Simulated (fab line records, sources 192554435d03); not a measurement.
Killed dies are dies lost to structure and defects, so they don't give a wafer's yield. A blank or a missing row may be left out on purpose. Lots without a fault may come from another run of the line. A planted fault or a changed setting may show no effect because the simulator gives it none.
Tool commonality check | flow n5_finfet | 11 lots, 33 wafers sampled

WHY IT WAS OPENED
At N5_BEOL_M8_INSPECT_13 the reading raw_defect_count is flagged on 2 of 11 lots. Wafers without a fault read 408, standard deviation 110.
Rule: a lot is flagged when every wafer of it that has a number lies more than 4 standard deviations from that mean, or none has a number. The other lots count as sound.

lot  | measured     | on                | raw_defect_count, wafer by wafer | flag
L829 | day 10 20:15 | defect_inspect-02 | 530 515 664                      |
L831 | day 11 13:30 | defect_inspect-01 | 283 266 250                      |
L834 | day 11 16:58 | defect_inspect-02 | 324 507 450                      |
L838 | day 12 19:21 | defect_inspect-02 | 390 529 361                      |
L839 | day 13 08:32 | defect_inspect-01 | 871 920 856                      | FLAGGED
L842 | day 13 18:41 | defect_inspect-01 | 1210 934 1220                    | FLAGGED
L848 | day 14 19:12 | defect_inspect-02 | 481 434 463                      |
L849 | day 16 04:13 | defect_inspect-01 | 668 678 490                      |
L851 | day 16 04:58 | defect_inspect-01 | 399 332 314                      |
L850 | day 16 06:35 | defect_inspect-02 | 587 561 477                      |
L852 | day 16 10:02 | defect_inspect-02 | 420 445 517                      |
The numbers of the flagged lots are 1002 on average: +594 against the usual, or +5 standard deviations.

WHICH TOOL RAN EACH LOT
The record holds 1 process step before the reading, out of a route of 1938 steps. In each cell: the tool, then ch and the chambers that the sampled wafers went through, then the start.
lot  | flag    | N5_BEOL_M8_HM_DEP_02
L829 |         | pvd_sputter-03, day 10 19:42
L831 |         | pvd_sputter-02, day 11 13:05
L834 |         | pvd_sputter-03, day 11 16:32
L838 |         | pvd_sputter-01, day 12 18:48
L839 | FLAGGED | pvd_sputter-03, day 13 08:07
L842 | FLAGGED | pvd_sputter-03, day 13 18:08
L848 |         | pvd_sputter-01, day 14 18:35
L849 |         | pvd_sputter-02, day 16 03:40
L851 |         | pvd_sputter-01, day 16 04:32
L850 |         | pvd_sputter-01, day 16 06:10
L852 |         | pvd_sputter-02, day 16 09:35
What these steps do:
- N5_BEOL_M8_HM_DEP_02: deposits TiN, target thk 20 nm.
- N5_BEOL_M8_INSPECT_13: inspects for defects (brightfield).

FLAGGED OVER TOTAL, TOOL BY TOOL (the gauges that took the reading come last)
step                  | tool              | lots run | flagged | share of the flagged lots | sound lots run after its first flagged lot
N5_BEOL_M8_HM_DEP_02  | pvd_sputter-01    | 4        | 0       | none                      | -
N5_BEOL_M8_HM_DEP_02  | pvd_sputter-02    | 3        | 0       | none                      | -
N5_BEOL_M8_HM_DEP_02  | pvd_sputter-03    | 4        | 2       | all                       | 0
N5_BEOL_M8_INSPECT_13 | defect_inspect-01 | 5        | 2       | all                       | 2 (L849,L851)
N5_BEOL_M8_INSPECT_13 | defect_inspect-02 | 6        | 0       | none                      | -

WHAT THE TABLE ALLOWS
2 rows of the table ran every flagged lot: pvd_sputter-03 at N5_BEOL_M8_HM_DEP_02, defect_inspect-01 at N5_BEOL_M8_INSPECT_13.
- pvd_sputter-03 at N5_BEOL_M8_HM_DEP_02: 2 of its 4 lots flagged. Its last sound lot is L834 (day 11 16:32), its first flagged lot L839 (day 13 08:07): a fault that began between those two fits.
- defect_inspect-01 at N5_BEOL_M8_INSPECT_13: 2 of its 5 lots flagged. Sound lots ran on it after the first flagged one (L849, L851), which a lasting fault on the whole tool wouldn't allow.
One tool is left: pvd_sputter-03 at N5_BEOL_M8_HM_DEP_02.

WHAT THE SIMULATOR HAD PUT IN
Chamber particle source: pvd_sputter-03, from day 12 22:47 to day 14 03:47, at N5_BEOL_M8_HM_DEP_02. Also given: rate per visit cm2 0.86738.
Lots struck among those shown: L839, L842. The rule above found the same.
